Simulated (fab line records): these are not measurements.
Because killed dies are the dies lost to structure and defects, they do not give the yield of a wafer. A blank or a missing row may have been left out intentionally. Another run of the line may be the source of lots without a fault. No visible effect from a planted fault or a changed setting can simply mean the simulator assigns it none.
Split-lot trial :: flow n5Finfet :: 7 lots, 21 wafers read, on a route of 1938 steps

## ABOUT THE SPLIT
At N5_PASSIVATION_EXPOSE_27 (exposes mask PAD, defocus 0 nm), the setting doseMj was moved away from the recipe's 32.3 on 6 of the 21 wafers read, by -5.1% to +3.4%. The other wafers ran this setting at the recipe's value.

## FROM THE SPLIT TO THE READING: what the file shows between them, 3 steps
- N5_PASSIVATION_PEB_28
- N5_PASSIVATION_DEVELOP_29: develop time 60 s
- N5_PASSIVATION_HARDBAKE_31: time 120 s

## THE READING
cdNm, in nm, at N5_PASSIVATION_CD_MEAS_30 (target cd 4000 nm). Fault-free wafers of this fab line usually give 3999.3 nm, standard deviation 2.4 nm.

wafer: L074.4
tool, chamber at the split: krfScanner-01, 0
doseMj as run: 32.3
against the recipe: recipe
cdNm, nm: 3997.5
against lot-mates on the recipe: -

wafer: L074.5
tool, chamber at the split: krfScanner-01, 0
doseMj as run: 32.3
against the recipe: recipe
cdNm, nm: 3999.5
against lot-mates on the recipe: -

wafer: L074.6
tool, chamber at the split: krfScanner-01, 0
doseMj as run: 32.3
against the recipe: recipe
cdNm, nm: 3997.5
against lot-mates on the recipe: -

wafer: L080.1
tool, chamber at the split: krfScanner-02, 0
doseMj as run: 32.3
against the recipe: recipe
cdNm, nm: 3996.0
against lot-mates on the recipe: -

wafer: L080.3
tool, chamber at the split: krfScanner-02, 0
doseMj as run: 31.6
against the recipe: -2.2%
cdNm, nm: 3995.6
against lot-mates on the recipe: -0.4

wafer: L080.4
tool, chamber at the split: krfScanner-02, 0
doseMj as run: 31.6
against the recipe: -2.2%
cdNm, nm: 3991.0
against lot-mates on the recipe: -5.0

wafer: L082.1
tool, chamber at the split: krfScanner-02, 0
doseMj as run: 31.61
against the recipe: -2.1%
cdNm, nm: 3992.9
against lot-mates on the recipe: -7.5

wafer: L082.4
tool, chamber at the split: krfScanner-02, 0
doseMj as run: 32.3
against the recipe: recipe
cdNm, nm: 4000.4
against lot-mates on the recipe: -

wafer: L082.5
tool, chamber at the split: krfScanner-02, 0
doseMj as run: 31.61
against the recipe: -2.1%
cdNm, nm: 3993.9
against lot-mates on the recipe: -6.5

wafer: L088.1
tool, chamber at the split: krfScanner-02, 0
doseMj as run: 32.3
against the recipe: recipe
cdNm, nm: 4000.6
against lot-mates on the recipe: -

wafer: L088.3
tool, chamber at the split: krfScanner-02, 0
doseMj as run: 32.3
against the recipe: recipe
cdNm, nm: 4000.3
against lot-mates on the recipe: -

wafer: L088.5
tool, chamber at the split: krfScanner-02, 0
doseMj as run: 30.66
against the recipe: -5.1%
cdNm, nm: 3992.6
against lot-mates on the recipe: -7.8

wafer: L090.2
tool, chamber at the split: krfScanner-02, 0
doseMj as run: 32.3
against the recipe: recipe
cdNm, nm: 3998.5
against lot-mates on the recipe: -

wafer: L090.5
tool, chamber at the split: krfScanner-02, 0
doseMj as run: 32.3
against the recipe: recipe
cdNm, nm: 3999.5
against lot-mates on the recipe: -

wafer: L090.6
tool, chamber at the split: krfScanner-02, 0
doseMj as run: 33.4
against the recipe: +3.4%
cdNm, nm: 4007.0
against lot-mates on the recipe: +8.0

wafer: L096.2
tool, chamber at the split: krfScanner-01, 0
doseMj as run: 32.3
against the recipe: recipe
cdNm, nm: 4001.2
against lot-mates on the recipe: -

wafer: L096.5
tool, chamber at the split: krfScanner-01, 0
doseMj as run: 32.3
against the recipe: recipe
cdNm, nm: 3998.2
against lot-mates on the recipe: -

wafer: L096.6
tool, chamber at the split: krfScanner-01, 0
doseMj as run: 32.3
against the recipe: recipe
cdNm, nm: 3999.4
against lot-mates on the recipe: -

wafer: L095.2
tool, chamber at the split: krfScanner-01, 0
doseMj as run: 32.3
against the recipe: recipe
cdNm, nm: 3999.8
against lot-mates on the recipe: -

wafer: L095.3
tool, chamber at the split: krfScanner-01, 0
doseMj as run: 32.3
against the recipe: recipe
cdNm, nm: 3996.4
against lot-mates on the recipe: -

wafer: L095.5
tool, chamber at the split: krfScanner-01, 0
doseMj as run: 32.3
against the recipe: recipe
cdNm, nm: 4000.3
against lot-mates on the recipe: -

FIT RESULTS
A straight line over all 21 wafers: cdNm changes by +1.93 nm for each +1% of doseMj; r = +0.86; the points scatter about the line by 1.9 nm.
The same after taking each lot's own level away (the mean of its wafers on the recipe; 21 wafers): +1.95 nm for each +1%; r = +0.88; scatter 1.7 nm.
That fit puts the effect of the largest move of doseMj on the reading at 9.9 nm.
The span of the lots' own levels, 3996.00 to 4000.45 nm, comes to 1.9 times the standard deviation stated above.
Consequently the slope shifts little with the lot-to-lot level, the two slopes agreeing.
Check: with one of the wafers moved furthest among these (-5.1%) left out of the fit, the line predicts -11.6 nm for it against its lot-mates. Against them it came out at -7.85 nm.

## ADDITIONAL SPLITS CARRIED BY THESE WAFERS
Other splits were also applied to these wafers ahead of the reading. Each is held against what the fit with the lots' levels taken away leaves over:
other split on the same wafers: N5_MIM_BOT_ETCH_ETCH_04 timeS
wafers away from the commonest value: 9
r with cdNm (lot level and that fit taken away): -0.22

## FILE'S OWN FIT
cdNm changes by +1.88 nm for each +1% of doseMj, r = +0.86.
